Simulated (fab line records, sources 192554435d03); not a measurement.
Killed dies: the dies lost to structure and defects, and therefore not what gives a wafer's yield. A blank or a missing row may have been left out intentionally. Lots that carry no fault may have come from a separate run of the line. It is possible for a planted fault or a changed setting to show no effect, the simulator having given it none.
fab line records    flow n5-finfet    part 2 of 2: steps 10 to 10 of 10
record: lots: 6  wafers: 18  last-day: 17
route steps=1938 shown BEOL_M4@1111 BEOL_M10@1504 BEOL_M15@1830 PASSIVATION@1936
lots with no fault: from the same line, run without faults
start-h: start of the lot's first displayed wafer, in hours after the record's first day    wait-h: how many hours have passed since the lot's step before this one    " repeats the value in the row above    L1.1+2: one row covering several wafers at once    - no value present, or no start provided    * or withheld: withheld    < > ~ a bound
route shown NAME@n: a module of which the file shows steps, and the number in the route of the first    usual: the fault-free wafers' mean and standard deviation    same: alike in all rows    chamber/n: place in a boat    sites: the reading at each site    _std_site: their standard deviation    _edge_site: the outer-site mean with the inner-site mean subtracted    radius-mm: how far each site lies from the wafer's centre    mask NAME#n: copy n    behind: the tool/chamber that last shaped the wafer    hold: why the lot was held/for how many hours/how that ended    device: which transistor (n, p or np) failed to switch    end of line: tests run on the same wafers once the route is complete    a step with no rows: only its recipe    killed: not the wafer's yield, but the dies lost to structure and defects at the first sort    map: dies across one wafer; x = killed, . = not, _ = none there
set.NAME: setting as actually run; set.NAME@STEP: the setting as run at that earlier step    model.NAME: the simulator's own value behind a step, which no gauge read
one table for each step of the route and one row for each wafer, over a sample of lots
services: from which hour (start-h, from the record's first day; less than 0 if before it) a tool's chamber was out of use, for how many hours, and why
== steps ==
step: N5_PASSIVATION_PROBE_49
usual: defect-limited-yield: 91.6/1.4  killed_at_M0_to_M3: 34/8.9  killed_at_M4_up: 13/5  killed-at-contacts: 12/7  killed-at-front-end: 38/11  killed-at-other: 3.2/2.9  killed-dies: 99/16  killed-on-rim: 13/4  killed-open: 65/13  killed-short: 32/7.6  sort_bin_5_function: 5.0/0.9  sort_bin_6_memory: 3.1/0.65  sort_bin_8_speed: 0.0/0.4  sort-n-pass: 1081/16  sort-yield-pct: 91.6/1.4
same: gross-dies: 1180  killed-at-back-side: 0  sort_bin_4_leakage[%]: 0
lot.wafer  tool       chamber  start-h  wait-h  defect-limited-yield[%]  killed_at_M0_to_M3  killed_at_M4_up  killed-at-contacts  killed-at-front-end  killed-at-other  killed-dies  killed-on-rim  killed-open  killed-short  sort_bin_5_function[%]  sort_bin_6_memory[%]  sort_bin_8_speed[%]  sort-n-pass  sort-yield-pct[%]
L720.4     prober-02  -        303.34   0.2     92.5                     36                  11               9                   33                   0                89           8              59           30            4.5                     3.0                   0                    1091         92.5
L720.5     prober-02  -        303.39   0.2     92.7                     40                  4                4                   27                   11               86           8              62           24            4.3                     2.8                   0                    1094         92.7
L720.6     prober-02  -        303.44   0.3     92.3                     47                  8                8                   23                   5                91           9              59           32            4.8                     2.5                   0                    1089         92.3
L721.2     prober-01  -        315.28   0.1     90.6                     26                  13               12                  55                   5                111          20             76           35            5.5                     3.6                   0                    1069         90.6
L721.4     prober-01  -        315.38   0.2     78.7                     35                  136              23                  53                   4                251          53             90           36            5.3                     4.8                   0                    929          78.7
L721.6     prober-01  -        315.48   0.3     90.8                     24                  18               9                   50                   7                108          11             76           32            5.8                     3.1                   0                    1072         90.8
L724.4     prober-02  -        336.00   0.2     90.6                     36                  15               19                  41                   0                111          17             75           31            5.3                     3.6                   0                    1069         90.6
L724.5     prober-02  -        336.05   0.2     91.3                     40                  11               21                  30                   1                103          15             71           31            4.2                     3.7                   0                    1077         91.3
L724.6     prober-02  -        336.10   0.3     88.4                     45                  9                7                   73                   3                137          17             89           47            6.8                     4.2                   0                    1043         88.4
L725.3     prober-01  -        336.30   0.1     92.5                     31                  9                4                   39                   6                89           16             57           23            4.5                     2.3                   0                    1091         92.5
L725.4     prober-01  -        336.35   0.2     93.6                     30                  8                5                   28                   4                75           15             41           25            3.4                     2.1                   0                    1105         93.6
L725.5     prober-01  -        336.40   0.2     91.2                     36                  11               15                  32                   10               104          11             63           41            5.8                     2.6                   0                    1076         91.2
L732.1     prober-01  -        377.09   0.0     91.4                     23                  23               7                   39                   9                101          10             57           41            5.1                     3.1                   0                    1079         91.4
L732.5     prober-01  -        377.29   0.2     91.4                     27                  12               11                  44                   8                102          16             63           38            5.1                     3.6                   0                    1078         91.4
L732.6     prober-01  -        377.34   0.3     93.2                     31                  8                6                   30                   5                80           10             43           36            3.5                     2.8                   0                    1100         93.2
killed by level:class
L720.4 BEOL_M3:geometric-particle:open=10 MOL_CONTACT_COAG:geometric-particle:open=7 STI_FIN_REVEAL:geometric-particle:open=6 DUMMY_GATE:geometric-particle:open=6 BEOL_M0_SAQP:geometric-particle:open=5 BEOL_M3:geometric-particle:short=5 BEOL_M4:geometric-particle:short=5 STARTING-WAFER:geometric-particle:open=5
L720.5 BEOL_M0_SAQP:geometric-particle:open=12 STI_FIN_REVEAL:geometric-particle:open=9 BEOL_M3:geometric-particle:open=7 BEOL_M1:geometric-particle:open=6 BEOL_M0:geometric-particle:open=4 DUMMY_GATE:geometric-particle:open=4 MOL_CONTACT_COAG:geometric-particle:open=4 BEOL_M0_SAQP:geometric-particle:short=4
L720.6 BEOL_M3:geometric-particle:open=16 BEOL_M1:geometric-particle:open=8 MOL_CONTACT_COAG:geometric-particle:open=6 STARTING-WAFER:geometric-particle:short=6 GATE_CUT:geometric-particle:short=5 BEOL_M0:geometric-particle:open=5 BEOL_M0_SAQP:geometric-particle:open=4 BEOL_M2:geometric-particle:short=4
L721.2 STI_FIN_REVEAL:geometric-particle:open=20 FIN_SAQP:geometric-particle:open=12 MOL_CONTACT_COAG:geometric-particle:open=12 FIN_SAQP:geometric-particle:short=8 BEOL_M0_SAQP:geometric-particle:short=7 BEOL_M0_SAQP:geometric-particle:open=6 BEOL_M2:geometric-particle:open=5 BEOL_M2:geometric-particle:short=3
L721.4 BEOL_M10:area-etch=125 MOL_CONTACT_COAG:geometric-particle:open=19 FIN_SAQP:geometric-particle:short=14 BEOL_M2:geometric-particle:open=14 STI_FIN_REVEAL:geometric-particle:open=11 FIN_SAQP:geometric-particle:open=8 BEOL_M0_SAQP:geometric-particle:open=6 BEOL_M0_SAQP:geometric-particle:short=5
L721.6 STI_FIN_REVEAL:geometric-particle:open=12 BEOL_M0_SAQP:geometric-particle:short=10 MOL_CONTACT_COAG:geometric-particle:open=9 FIN_SAQP:geometric-particle:short=7 FIN_SAQP:geometric-particle:open=6 GATE_CUT:geometric-particle:short=6 BEOL_M2:geometric-particle:open=6 BEOL_M4:geometric-particle:open=5
L724.4 MOL_CONTACT_COAG:geometric-particle:open=16 FIN_SAQP:geometric-particle:short=11 BEOL_M2:geometric-particle:open=10 BEOL_M4:geometric-particle:open=9 STI_FIN_REVEAL:geometric-particle:open=8 FIN_SAQP:geometric-particle:open=7 BEOL_M0_SAQP:geometric-particle:short=6 BEOL_M0_SAQP:geometric-particle:open=6
L724.5 MOL_CONTACT_COAG:geometric-particle:open=17 FIN_SAQP:geometric-particle:open=7 BEOL_M2:geometric-particle:open=7 BEOL_M3:geometric-particle:open=7 FIN_SAQP:geometric-particle:short=6 BEOL_M0_SAQP:geometric-particle:open=6 BEOL_M0:geometric-particle:open=6 BEOL_M0_SAQP:geometric-particle:short=5
L724.6 STI_FIN_REVEAL:geometric-particle:open=25 FIN_SAQP:geometric-particle:open=15 BEOL_M2:geometric-particle:open=13 BEOL_M0_SAQP:geometric-particle:short=11 BEOL_M0_SAQP:geometric-particle:open=9 FIN_SAQP:geometric-particle:short=7 BEOL_M3:geometric-particle:open=6 STI_FIN_REVEAL:geometric-particle:short=5
L725.3 BEOL_M1:geometric-particle:open=9 HKMG_FIN:area-etch=8 BEOL_M0_SAQP:geometric-particle:open=7 STI_FIN_REVEAL:geometric-particle:open=6 FIN_SAQP:geometric-particle:open=5 BEOL_M0:geometric-particle:open=5 BEOL_M2:geometric-particle:open=5 FIN_SAQP:geometric-particle:short=4
L725.4 BEOL_M2:geometric-particle:open=9 HKMG_FIN:area-etch=8 BEOL_M0_SAQP:geometric-particle:short=7 FIN_SAQP:geometric-particle:short=6 BEOL_M0_SAQP:geometric-particle:open=5 MOL_CONTACT_COAG:geometric-particle:open=5 STI_FIN_REVEAL:geometric-particle:open=3 DUMMY_GATE:geometric-particle:open=3
L725.5 MOL_CONTACT_COAG:geometric-particle:open=12 BEOL_M0_SAQP:geometric-particle:short=11 FIN_SAQP:geometric-particle:short=9 FIN_SAQP:geometric-particle:open=9 BEOL_M0_SAQP:geometric-particle:open=8 BEOL_M3:geometric-particle:open=6 BEOL_M2:geometric-particle:open=5 BEOL_M8:geometric-particle:open=4
L732.1 GATE_CUT:geometric-particle:short=8 BEOL_M4:geometric-particle:open=8 FIN_SAQP:geometric-particle:open=5 MOL_CONTACT_COAG:geometric-particle:open=5 FIN_SAQP:geometric-particle:short=4 BEOL_M2:geometric-particle:short=4 STI_FIN_REVEAL:geometric-particle:open=4 STARTING-WAFER:geometric-particle:short=4
L732.5 BEOL_M0_SAQP:geometric-particle:short=11 STI_FIN_REVEAL:geometric-particle:open=10 MOL_CONTACT_COAG:geometric-particle:open=10 FIN_SAQP:geometric-particle:short=9 BEOL_M0_SAQP:geometric-particle:open=6 BEOL_M4:geometric-particle:open=6 FIN_SAQP:geometric-particle:open=5 PASS1_CAP:geometric-particle:open=4
L732.6 BEOL_M2:geometric-particle:open=9 BEOL_M0_SAQP:geometric-particle:short=7 DUMMY_GATE:geometric-particle:open=4 FIN_SAQP:geometric-particle:short=4 GATE_CUT:geometric-particle:short=4 GATE_CUT:geometric-particle:open=4 MOL_CONTACT_COAG:geometric-particle:open=4 BEOL_M2:geometric-particle:short=4
== services ==
tool            chamber  start-h  hours  kind
rie-diel-03     3        253.29   1.7    repair
rie-diel-01     0        254.88   2.5    repair
rie-diel-05     2        263.90   -      clean
rie-diel-05     2        263.90   -      consumable-replace:focus-ring
rie-diel-05     2        263.90   -      consumable-replace:showerhead
rie-diel-05     2        263.90   18.0   scheduled-down
rie-diel-05     2        263.90   18.0   vent-cycle
rie-diel-03     0        273.64   -      clean
rie-diel-03     0        273.64   -      consumable-replace:focus-ring
rie-diel-03     0        273.64   16.8   scheduled-down
rie-diel-03     0        273.64   16.8   vent-cycle
pvd-sputter-01  -        289.70   9.5    repair
rie-diel-03     2        290.46   -      clean
rie-diel-03     2        290.46   -      consumable-replace:focus-ring
rie-diel-03     2        290.46   17.8   scheduled-down
rie-diel-03     2        290.46   17.8   vent-cycle
pvd-sputter-02  -        315.63   3.9    repair
rie-diel-05     3        323.85   -      clean
rie-diel-05     3        323.85   -      consumable-replace:focus-ring
rie-diel-01     3        327.46   48.3   repair
rie-diel-03     3        357.48   -      clean
rie-diel-03     3        357.48   -      consumable-replace:focus-ring
rie-diel-03     3        357.48   17.5   scheduled-down
rie-diel-03     3        357.48   17.5   vent-cycle
== key ==
first-sign: step: N5_BEOL_M10_OCD_MEAS_38  reading: trench-depth-nm  direction: up  sigmas: 35  usual: 147.4  struck: 241.1
effect: step: N5_BEOL_M10_THK_MEAS_53  reading: M10_THK  direction: up  sigmas: 30  usual: 136  struck: 226
effect: step: N5_BEOL_M10_RS_MEAS_57  reading: M10_RS  direction: down  sigmas: 19  usual: 0.153  struck: 0.087
effect: step: N5_BEOL_M15_RC_MEAS_101  reading: SERP_M10  direction: down  sigmas: 15  usual: 3.12  struck: 1.77
effect: step: N5_PASSIVATION_PROBE_49  reading: killed_at_M4_up  direction: up  sigmas: 24  usual: 13  struck: 136
more-kills-born-at: N5_BEOL_M10_TRENCH_ETCH_37@rie-diel-01: 125
met-at N5_BEOL_M10_TRENCH_ETCH_37
struck-lots L721
struck-wafers L721.4
not-acting-at N5_BEOL_M10_INSPECT_30,N5_BEOL_M10_DESCUM_33,N5_BEOL_M10_SURFACE_TREAT_76
onset-between 249.21 259.04
fault: kind: process-parameter-drift  tool: rie-diel-01  chamber: -  onset-h: 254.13  steps: N5_BEOL_M10_TRENCH_ETCH_37  channel: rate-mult  offset: 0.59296  shape: step  end-h: 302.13  scope: struck-wafers-only
